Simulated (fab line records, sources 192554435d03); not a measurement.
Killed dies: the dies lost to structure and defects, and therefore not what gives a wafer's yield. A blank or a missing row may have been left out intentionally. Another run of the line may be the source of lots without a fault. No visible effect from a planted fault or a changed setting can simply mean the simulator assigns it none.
fab line records | flow n5-finfet
record lots=3 | wafers=9 | last-day=16
route steps=1938 shown FIN_SAQP@114 FIN_CUT@165 BEOL_M4@1111 PASSIVATION@1936
lots that met no fault: from a run of the same line without faults
start-h: start of the lot's first displayed wafer, in hours after the record's first day | wait-h: hours elapsed since this lot's preceding step | " same as the row above | L1.1+2: a single row standing in for several wafers | - no value, or no start given | * or withheld: withheld | < > ~ a bound
route shown NAME@n: a module of which the file shows steps, and the number in the route of the first | usual: average and standard deviation across the fault-free wafers | same: alike in all rows | chamber/n: place in a boat | sites: the reading at each site | _std_site: standard deviation of those values | _edge_site: mean of outer sites minus mean of inner sites | radius-mm: for every site, how far away it sits from the centre of the wafer | mask NAME#n: copy n | behind: the last tool/chamber to shape the wafer | hold: what put the lot on hold/how long, in hours/how the hold closed | device: names the non-switching transistor (n, p or np) | end of line: tests run on the same wafers once the route is complete | where a step has no rows: the recipe by itself | killed: not the wafer's yield, but the dies lost to structure and defects at the first sort | map: the dies of a wafer, with x for killed, . for not killed, _ for no die there
set.NAME: setting as actually run; set.NAME@STEP: the setting as run at that earlier step | model.NAME: the simulator's own value behind a step, which no gauge read
certain route steps with their lots: each step a table, each wafer a row
services: the hour from which a tool's chamber was out of use, counted from the record's first day as start-h (under 0 if before that day), plus the number of hours and why
## steps
# step N5_FIN_SAQP_DESCUM_21
# recipe chemistry=O2 | time-s=7.9 | source-power-w=50 | bias-power-w=20 | pressure-mtorr=20 | rf-frequency-hz=2.712e+07 | temp-c=40 | resist=CAR-ArF | o2-flow-sccm=225
# step N5_FIN_SAQP_ETCH_51
# recipe chemistry=CF4 | target=SiARC | target-depth-a=455 | mask-material=CAR-ArF | time-s=75.8 | ion-energy-ev=80 | pressure-mtorr=40 | source-w=545 | bias-w=36 | Ar_flow_sccm=100 | cf4-flow-sccm=100 | ends=cleared
# step N5_FIN_SAQP_ETCH_52
# recipe chemistry=N2/H2 | target=SOC | target-depth-a=1000 | overetch-a=200 | mask-material=SiARC | temp-c=40 | time-s=150 | ion-energy-ev=200 | pressure-mtorr=30 | source-w=840 | bias-w=150 | n2-flow-sccm=200 | h2-flow-sccm=200 | ends=end-point
# step N5_FIN_SAQP_STRIP_53
# recipe chemistry=N2/H2 | temp-c=40 | n2-flow-sccm=200 | h2-flow-sccm=200 | rf-frequency-hz=6e+07
# step N5_FIN_SAQP_HM_OPEN_73
# recipe chemistry=CHF3/O2 | target=SiO2 | stop-on=a-Si | target-depth-a=120 | over-etch-frac=1.8 | mask-material=SOC | time-s=16.8 | pressure-mtorr=30 | source-w=650 | bias-w=170 | Ar_flow_sccm=200 | CHF3_flow_sccm=50 | O2_flow_sccm=5 | ion-energy-ev=200 | ends=end-point
# step N5_FIN_SAQP_STRIP_74
# recipe chemistry=CHF3/O2 | resist=SiARC | rf-frequency-hz=6e+07
# step N5_FIN_SAQP_MANDREL_ETCH_22
# recipe target-depth-a=600 | chemistry=HBr/Cl2 | target=a-Si | stop-on=SiNx | bt-time-s=10 | over-etch-frac=0.5 | time-s=30 | pressure-mtorr=10 | icp-w=800 | bias-w=75 | HBr_flow_sccm=150 | Cl2_flow_sccm=80 | ends=end-point
# step N5_FIN_SAQP_STRIP_55
# recipe chemistry=N2/H2 | power-w=500 | temp-c=40 | pressure-mtorr=50 | rf-frequency-hz=6e+07 | overash-fraction=0.3 | bias-power-w=28 | h2-frac=0.5 | n2-flow-sccm=300 | h2-flow-sccm=300
# step N5_FIN_SAQP_STRIP_23
# recipe chemistry=SPM | time-s=750 | temp-c=130 | h2so4-h2o2-vol-ratio=4
# step N5_FIN_SAQP_SRD_66
# recipe dry=ipa-marangoni | time-s=30 | temp-c=23 | rinse-liquid=diw
# step N5_FIN_SAQP_RECESS_75
# recipe chemistry=HF/NH3 | target=SiO2 | target-depth-a=144 | afs-cycles=3 | temp-c=30 | sublimation-temp-c=180 | sublimation-time-s=60
# usual drypump-motor-current-A=5.8/0.55 | foreline-p-Torr=0.1280/0.00048 | temp-c=30.02/0.11
# same sublimation-time-s=60
lot.wafer | tool          | chamber | start-h | wait-h | drypump-motor-current-A | foreline-p-Torr | temp-c
L770.1    | vapor-etch-02 | 1       | 106.70  | 0.0    | 5.8                     | 0.1281          | 30.04
L770.3    | "             | 1       | "       | "      | 5.8                     | 0.1269          | 30.11
L770.4    | "             | 0       | "       | "      | 6.6                     | 0.1278          | 29.91
L774.1    | vapor-etch-01 | 1       | 132.72  | 0.0    | 5.4                     | 0.1281          | 29.99
L774.3    | "             | 1       | "       | "      | 5.4                     | 0.1278          | 29.96
L774.6    | "             | 0       | "       | "      | 5.1                     | 0.1281          | 29.98
L775.2    | vapor-etch-02 | 0       | 136.73  | 0.0    | 6.5                     | 0.1288          | 30.03
L775.3    | "             | 0       | "       | "      | 6.6                     | 0.1284          | 30.06
L775.4    | "             | 1       | "       | "      | 5.8                     | 0.1270          | 30.04
# step N5_FIN_SAQP_SPACER1_ALD_24
# recipe material=SiO2 | target-thk-a=203 | temp-c=300 | ald-precursor-family=BDEAS | ald-co-reactant=O2-plasma | pulse-time-s=1 | purge-time-s=2 | co-reactant-purge-time-s=2 | ald-cycles=218 | pressure-torr=2
# step N5_FIN_SAQP_SPACER1_ETCHBACK_25
# recipe chemistry=CHF3/O2 | mode=anisotropic-etchback | target=SiO2 | target-depth-a=244 | time-s=12.2 | pressure-mtorr=30 | source-w=650 | bias-w=170 | Ar_flow_sccm=200 | CHF3_flow_sccm=50 | O2_flow_sccm=5 | ion-energy-ev=200
# step N5_FIN_SAQP_MANDREL1_REMOVE_56
# recipe chemistry=HBr/Cl2/O2 | bt-time-s=10 | target=a-Si | stop-on=SiNx | endpoint=OES-SiCl | over-etch-frac=1 | icp-w=600 | bias-w=22 | HBr_flow_sccm=150 | Cl2_flow_sccm=80 | O2_flow_sccm=5 | pressure-mtorr=10
# step N5_FIN_SAQP_ETCH_57
# recipe chemistry=CH3F/O2 | target=SiNx | mask-material=SiO2 | target-depth-a=325 | time-s=46.4 | pressure-mtorr=30 | source-w=395 | bias-w=73 | Ar_flow_sccm=150 | CH3F_flow_sccm=30 | O2_flow_sccm=20 | ion-energy-ev=120 | ends=cleared
# step N5_FIN_SAQP_ETCH_65
# recipe chemistry=CF4 | target=SiO2 | target-depth-a=40 | ion-energy-ev=350 | time-s=4.4 | pressure-mtorr=10 | icp-w=800 | bias-w=400 | cf4-flow-sccm=80
# step N5_FIN_SAQP_MANDREL_ETCH_58
# recipe chemistry=HBr/Cl2 | target=a-Si | target-depth-a=450 | bt-time-s=10 | stop-on=SiNx | mask-material=SiO2 | over-etch-frac=0.8 | time-s=27 | pressure-mtorr=10 | icp-w=800 | bias-w=75 | HBr_flow_sccm=150 | Cl2_flow_sccm=80 | ends=end-point
# step N5_FIN_SAQP_RECESS_63
# recipe chemistry=HF/NH3 | target=SiO2 | target-depth-a=180 | afs-cycles=3 | temp-c=30 | sublimation-temp-c=180 | sublimation-time-s=60
# step N5_FIN_SAQP_COAT_68
# recipe resist=SOC | temp-c=250 | time-s=60 | spin-rpm=1500 | resist-thk-nm=100
# step N5_FIN_SAQP_ETCH_69
# recipe chemistry=N2/H2 | target=SOC | target-depth-a=1500 | stop-on=SiNx | ion-energy-ev=100 | bias-w=61 | pressure-mtorr=30 | source-w=850 | n2-flow-sccm=200 | h2-flow-sccm=200
# step N5_FIN_SAQP_ETCH_67
# recipe chemistry=CH3F/O2 | target=SiNx | target-depth-a=300 | mask-material=SOC | pressure-mtorr=30 | source-w=395 | bias-w=73 | Ar_flow_sccm=150 | CH3F_flow_sccm=30 | O2_flow_sccm=20 | ion-energy-ev=120
# step N5_FIN_SAQP_STRIP_70
# recipe chemistry=N2/H2 | power-w=500 | temp-c=40 | pressure-mtorr=50 | rf-frequency-hz=6e+07 | overash-fraction=0.3 | bias-power-w=28 | h2-frac=0.5 | n2-flow-sccm=300 | h2-flow-sccm=300
# step N5_FIN_SAQP_RECESS_71
# recipe chemistry=HF/NH3 | target=SiO2 | target-depth-a=30 | afs-cycles=1 | temp-c=30 | sublimation-temp-c=180 | sublimation-time-s=60
# step N5_FIN_SAQP_SPACER2_ALD_28
# recipe material=SiO2 | target-thk-a=81 | temp-c=300 | ald-precursor-family=BDEAS | ald-co-reactant=O2-plasma | pulse-time-s=1 | purge-time-s=2 | co-reactant-purge-time-s=2 | pressure-torr=2
# step N5_FIN_SAQP_SPACER2_ETCHBACK_29
# recipe chemistry=CHF3/O2 | mode=anisotropic-etchback | target=SiO2 | target-depth-a=122 | time-s=6.1 | pressure-mtorr=30 | source-w=650 | bias-w=170 | Ar_flow_sccm=200 | CHF3_flow_sccm=50 | O2_flow_sccm=5 | ion-energy-ev=200
# step N5_FIN_SAQP_MANDREL2_REMOVE_60
# recipe chemistry=HBr/Cl2/O2 | bt-time-s=10 | target=a-Si | stop-on=SiNx | endpoint=OES-SiCl | over-etch-frac=1 | icp-w=600 | bias-w=22 | HBr_flow_sccm=150 | Cl2_flow_sccm=80 | O2_flow_sccm=5 | pressure-mtorr=10
# step N5_FIN_SAQP_HM_OPEN_33
# recipe chemistry=CH3F/O2 | target=SiNx | mask-material=SiO2 | target-depth-a=494 | time-s=70.6 | pressure-mtorr=30 | source-w=395 | bias-w=73 | Ar_flow_sccm=150 | CH3F_flow_sccm=30 | O2_flow_sccm=20 | ion-energy-ev=120 | ends=cleared
# step N5_FIN_SAQP_ETCH_34
# recipe chemistry=C4F6/O2 | target=SiO2 | target-depth-a=450 | time-s=15 | ion-energy-ev=250 | pressure-mtorr=30 | source-w=345 | bias-w=185 | Ar_flow_sccm=300 | C4F6_flow_sccm=10 | O2_flow_sccm=10 | ends=cleared
# step N5_FIN_SAQP_STRIP_77
# recipe chemistry=N2/H2 | time-s=90 | power-w=100 | temp-c=40 | pressure-mtorr=100 | rf-frequency-hz=6e+07 | bias-power-w=3 | n2-flow-sccm=300 | h2-flow-sccm=300
# step N5_FIN_SAQP_ETCH_64
# recipe chemistry=CF4 | target=SiO2 | target-depth-a=15 | ion-energy-ev=350 | pressure-mtorr=10 | icp-w=800 | bias-w=400 | cf4-flow-sccm=80
# step N5_FIN_SAQP_FIN_ETCH_36
# recipe chemistry=HBr/Cl2/O2 | target-depth-a=1200 | mask-material=SiNx | time-s=50.4 | bias-w=102 | pressure-mtorr=10 | icp-w=800 | HBr_flow_sccm=150 | Cl2_flow_sccm=80 | O2_flow_sccm=12
# step N5_FIN_SAQP_PRECLEAN_38
# recipe chemistry=O3/DIW | time-s=45 | temp-c=22 | o3-ppm=10
# step N5_FIN_SAQP_PRECLEAN_45
# recipe chemistry=dHF | time-s=10 | dilution=500:1 | temp-c=25
# step N5_FIN_SAQP_SRD_39
# recipe dry=ipa-marangoni | time-s=30 | temp-c=23 | rinse-liquid=diw
# step N5_FIN_CUT_INSPECT_10
# recipe mode=adi | inspect-instrument=brightfield
# usual raw-defect-count=42/11
lot.wafer | tool              | chamber | start-h | wait-h | raw-defect-count
L770.1    | defect-inspect-02 | -       | 110.93  | 0.1    | 48
L770.3    | "                 | -       | "       | "      | 33
L770.4    | "                 | -       | "       | "      | 55
L774.1    | defect-inspect-01 | -       | 137.20  | 0.1    | 42
L774.3    | "                 | -       | "       | "      | 35
L774.6    | "                 | -       | "       | "      | 41
L775.2    | defect-inspect-01 | -       | 142.03  | 0.0    | 56
L775.3    | "                 | -       | "       | "      | 38
L775.4    | "                 | -       | "       | "      | 294
# step N5_FIN_CUT_INSPECT_17
# recipe inspect-instrument=brightfield | mode=aei
# usual raw-defect-count=228/69
lot.wafer | tool              | chamber | start-h | wait-h | raw-defect-count
L770.1    | defect-inspect-01 | -       | 111.88  | 0.0    | 240
L770.3    | "                 | -       | "       | "      | 170
L770.4    | "                 | -       | "       | "      | 232
L774.1    | defect-inspect-01 | -       | 138.15  | 0.0    | 283
L774.3    | "                 | -       | "       | "      | 157
L774.6    | "                 | -       | "       | "      | 224
L775.2    | defect-inspect-02 | -       | 142.98  | 0.0    | 252
L775.3    | "                 | -       | "       | "      | 239
L775.4    | "                 | -       | "       | "      | 458
# step N5_BEOL_M4_RC_MEAS_101
# usual DIBL_N=36.3/1.4 | DIBL_P=36.2/1.5 | IOFF_N=0.160/0.021 | IOFF_P=0.211/0.027 | ION_N=676/7.7 | ION_P=463/5.5 | SS_N=71.4/0.57 | SS_P=73.3/0.58 | VT_N=249.3/2.5 | VT_P=-250.1/2.6
lot.wafer | tool      | chamber | start-h | wait-h | DIBL_N[mV/V] | DIBL_P[mV/V] | IOFF_N[nA/um] | IOFF_P[nA/um] | ION_N[uA/um] | ION_P[uA/um] | SS_N[mV/dec] | SS_P[mV/dec] | VT_N[mV] | VT_P[mV]
L770.1    | prober-01 | 0       | 249.80  | 0.0    | 35.4         | 35.0         | 0.166         | 0.224         | 673          | 467          | 71.1         | 73.1         | 247.3    | -246.8
L770.3    | "         | 0       | "       | "      | 36.9         | 36.7         | 0.200         | 0.249         | 691          | 475          | 71.4         | 74.5         | 244.5    | -247.0
L770.4    | "         | 0       | "       | "      | 37.2         | 36.1         | 0.185         | 0.243         | 686          | 470          | 72.3         | 74.2         | 243.0    | -244.7
L775.2    | prober-02 | 0       | 276.27  | 0.2    | 34.5         | 33.4         | 0.134         | 0.177         | 673          | 460          | 70.6         | 72.8         | 250.8    | -250.7
L775.3    | "         | 0       | "       | "      | 36.4         | 35.8         | 0.172         | 0.203         | 685          | 461          | 71.2         | 73.6         | 247.1    | -255.4
L775.4    | "         | 0       | "       | "      | 35.2         | 34.1         | 0.147         | 0.186         | 675          | 460          | 71.2         | 72.7         | 248.0    | -252.7
L774.1    | prober-02 | 0       | 283.45  | 0.0    | 36.4         | 35.3         | 0.161         | 0.211         | 683          | 469          | 70.4         | 72.6         | 246.2    | -251.2
L774.3    | "         | 0       | "       | "      | 37.1         | 35.9         | 0.173         | 0.216         | 679          | 462          | 71.5         | 73.4         | 247.0    | -248.9
L774.6    | "         | 0       | "       | "      | 36.0         | 35.6         | 0.173         | 0.221         | 689          | 472          | 71.1         | 73.3         | 244.2    | -249.5
# step N5_PASSIVATION_PROBE_49
# usual defect-limited-yield=91.3/1.4 | killed_at_M0_to_M3=34/10 | killed_at_M4_up=13/4.8 | killed-at-contacts=12/6.1 | killed-at-front-end=40/11 | killed-at-other=3.7/2.8 | killed-dies=103/16 | killed-on-rim=13/3.6 | killed-open=67/12 | killed-short=34/7.4 | sort_bin_5_function=5.1/0.95 | sort_bin_6_memory=3.2/0.62 | sort-n-pass=1077/16 | sort-yield-pct=91.3/1.4
# same gross-dies=1180 | killed-at-back-side=0 | sort_bin_4_leakage[%]=0 | sort_bin_8_speed[%]=0
lot.wafer | tool      | chamber | start-h | wait-h | defect-limited-yield[%] | killed_at_M0_to_M3 | killed_at_M4_up | killed-at-contacts | killed-at-front-end | killed-at-other | killed-dies | killed-on-rim | killed-open | killed-short | sort_bin_5_function[%] | sort_bin_6_memory[%] | sort-n-pass | sort-yield-pct[%]
L770.1    | prober-02 | -       | 360.97  | 0.0    | 90.2                    | 48                 | 16              | 11                 | 40                  | 1               | 116         | 14            | 82          | 31           | 5.8                    | 3.6                  | 1064        | 90.2
L770.3    | prober-02 | -       | 361.07  | 0.1    | 91.1                    | 34                 | 16              | 21                 | 33                  | 1               | 105         | 13            | 74          | 31           | 5.2                    | 3.6                  | 1075        | 91.1
L770.4    | prober-02 | -       | 361.12  | 0.2    | 91.3                    | 32                 | 10              | 9                  | 50                  | 2               | 103         | 14            | 73          | 28           | 5.4                    | 3.1                  | 1077        | 91.3
L775.4    | prober-01 | -       | 382.58  | 0.2    | 83.3                    | 29                 | 11              | 6                  | 151                 | 0               | 197         | 13            | 62          | 34           | 10.5                   | 4.4                  | 983         | 83.3
# killed by level:class
L770.1 STI_FIN_REVEAL:geometric-particle:open=11 BEOL_M3:geometric-particle:open=11 BEOL_M2:geometric-particle:open=11 MOL_CONTACT_COAG:geometric-particle:open=9 BEOL_M0_SAQP:geometric-particle:short=8 DUMMY_GATE:geometric-particle:open=6 BEOL_M0:geometric-particle:open=6 BEOL_M0_SAQP:geometric-particle:open=5
L770.3 MOL_CONTACT_COAG:geometric-particle:open=16 FIN_SAQP:geometric-particle:open=9 BEOL_M3:geometric-particle:open=9 BEOL_M4:geometric-particle:open=9 BEOL_M0_SAQP:geometric-particle:short=6 FIN_SAQP:geometric-particle:short=5 STI_FIN_REVEAL:geometric-particle:open=5 DUMMY_GATE:geometric-particle:open=5
L770.4 STI_FIN_REVEAL:geometric-particle:open=19 BEOL_M1:geometric-particle:open=12 DUMMY_GATE:geometric-particle:open=10 BEOL_M3:geometric-particle:open=8 FIN_SAQP:geometric-particle:short=7 MOL_CONTACT_COAG:geometric-particle:open=7 BEOL_M1:geometric-particle:short=6 FIN_SAQP:geometric-particle:open=3
L775.4 FIN_SAQP:unspecified=101 STI_FIN_REVEAL:geometric-particle:open=22 BEOL_M2:geometric-particle:open=9 BEOL_M0_SAQP:geometric-particle:short=8 FIN_SAQP:geometric-particle:short=6 BEOL_M4:geometric-particle:open=6 MOL_CONTACT_COAG:geometric-particle:open=5 STARTING-WAFER:geometric-particle:short=5
# map L775.4 (x killed, . not)
_________________......x.....________________
______________.....xx..........._____________
___________.....................x..__________
__________..x......................._________
________......x......x..x...x..x......_______
_______........x..............x........______
______..x....x.........................._____
_____..........x................x........____
____.......x..............................___
___....x..................x...x............__
___........................xxxx.x........x.__
__.......x.................................._
__..................x..x................x.x._
_.....x.............x.........x..............
_..x.............x......x....................
_.......xx.......x......x...x.......x........
_...................x........................
_..............x...xx.........x..............
_......x......x.......x.................x....
_.....x..........xxxx.....x.................x
_...x..x.........x...x..xx..........xx.......
__x....x....x..x.x.xxxxx.......x.x..x.....x._
__.x........x.x.xxxxxxxxx.............x....._
___........xx..xxxxxxxxxxxx...........x....__
___..........x.xxxxxxxxx.x..............x..__
____...........xxxxxxxxxxxx............x..___
_____....x....xxxxxxxxxxxxxx............x____
______...x....x..xxxxxxxx...x.......x..._____
_______...x..x...xxxxx.xx.x..........x.______
________.......xxxxxxxx..xx...x.x....._______
__________.........xxxx.xx.........._________
___________.x.x.................x..__________
______________x................._____________
_________________....x......x________________
# map L770.1 (x killed, . not)
_________________........x...________________
______________...x.............x_____________
___________....x.......x.x.........__________
__________..........x..............._________
________x............x........xx.....x_______
_______..........xx...............x....______
______...............x.................._____
_____............xx......x.......x.......____
____..................................x...___
___...xxx...........x.....x...x........xx..__
___..x...x.................x.............x.__
__.........................x.x.............._
__.......x.......x.x.x...x......x..........._
_...x.x...x..x....xx.........................
_.x.x.x..........x........x..x....x..........
_x................x.....x.........x..........
_.x..........x..................xx...........
_.....x..................x...................
_..x.x.....................x..x....x.x..x....
_............xxx........x.......xx...........
_........................x..x...x.x...x....x.
__.....................x.....x.............._
__x..........x..x................x..x....x.x_
___..............................x.x.......__
___..........................x.............__
____................x.............x.......___
_____.......x...........x..x............x____
______xx............x.x.......x........._____
_______...........x.......x............______
________.............................._______
__________...........x......x......._________
___________.........x.........x....__________
______________............xx..xx_____________
_________________............________________
## services
tool          | chamber | start-h | hours | kind
vapor-etch-01 | -       | 115.78  | 0.2   | repair
## key
first-sign step=N5_FIN_CUT_INSPECT_10 | reading=raw-defect-count | direction=up | sigmas=22 | usual=42 | struck=294
effect step=N5_FIN_CUT_INSPECT_17 | reading=raw-defect-count | direction=up | sigmas=3.3 | usual=228 | struck=458
effect step=N5_PASSIVATION_PROBE_49 | reading=killed-at-front-end | direction=up | sigmas=10 | usual=40 | struck=151
more-kills-born-at N5_FIN_SAQP_RECESS_75@vapor-etch-02=101
met-at N5_FIN_SAQP_RECESS_75
struck-wafers L775.4
onset-between 106.70 136.73
fault kind=chamber-particle-source | tool=vapor-etch-02 | chamber=1 | onset-h=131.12 | steps=N5_FIN_SAQP_RECESS_75 | rate-per-visit-cm2=0.44788 | end-h=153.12
